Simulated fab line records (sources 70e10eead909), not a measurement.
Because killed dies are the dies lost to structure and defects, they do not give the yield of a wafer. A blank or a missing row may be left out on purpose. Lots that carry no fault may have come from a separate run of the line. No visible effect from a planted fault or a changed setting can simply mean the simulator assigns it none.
Matching of chambers / flow nand harc / NHARC_A_STAIRCASE_DEP_322 on pecvd-02 has 3 sister chambers
The step deposits SiO2, target thk 3800 nm. 3 wafers are shown with their chamber, then 7 later ones without.

WAFERS WITH THEIR CHAMBER
wafer=L087.4; chamber=0; heater power w (W)=596
wafer=L090.2; chamber=1; heater power w (W)=783
wafer=L090.4; chamber=2; heater power w (W)=529

WAFERS MISSING THEIR CHAMBER
wafer=L090.5; heater power w (W)=636
wafer=L093.1; heater power w (W)=729
wafer=L093.2; heater power w (W)=606
wafer=L093.6; heater power w (W)=515
wafer=L096.1; heater power w (W)=598
wafer=L096.4; heater power w (W)=512
wafer=L096.5; heater power w (W)=632

WHICH CHAMBER EACH ONE RAN IN
wafer=L090.5; from the rows above=0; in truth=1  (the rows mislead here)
wafer=L093.1; from the rows above=1; in truth=1
wafer=L093.2; from the rows above=0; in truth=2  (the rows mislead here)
wafer=L093.6; from the rows above=2; in truth=2
wafer=L096.1; from the rows above=0; in truth=0
wafer=L096.4; from the rows above=2; in truth=2
wafer=L096.5; from the rows above=0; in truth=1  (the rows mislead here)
Correct placement for 4 of the 7. Not placeable from these rows: 0. Placed wrongly: 3.
How it was worked out, from the rows above alone: a wafer's distance from a chamber is the root of the sum, over the readings, of the square of ((its reading less the chamber's mean) divided by the reading's scatter). If the next closest chamber is less than 2 further off than the closest, the wafer can't be placed; otherwise it belongs to the closest. A chamber's mean is the mean of its shown wafers. The scatter: with one shown wafer a chamber, the root of the mean of the squares of how far each hidden wafer lies from its nearest shown one.
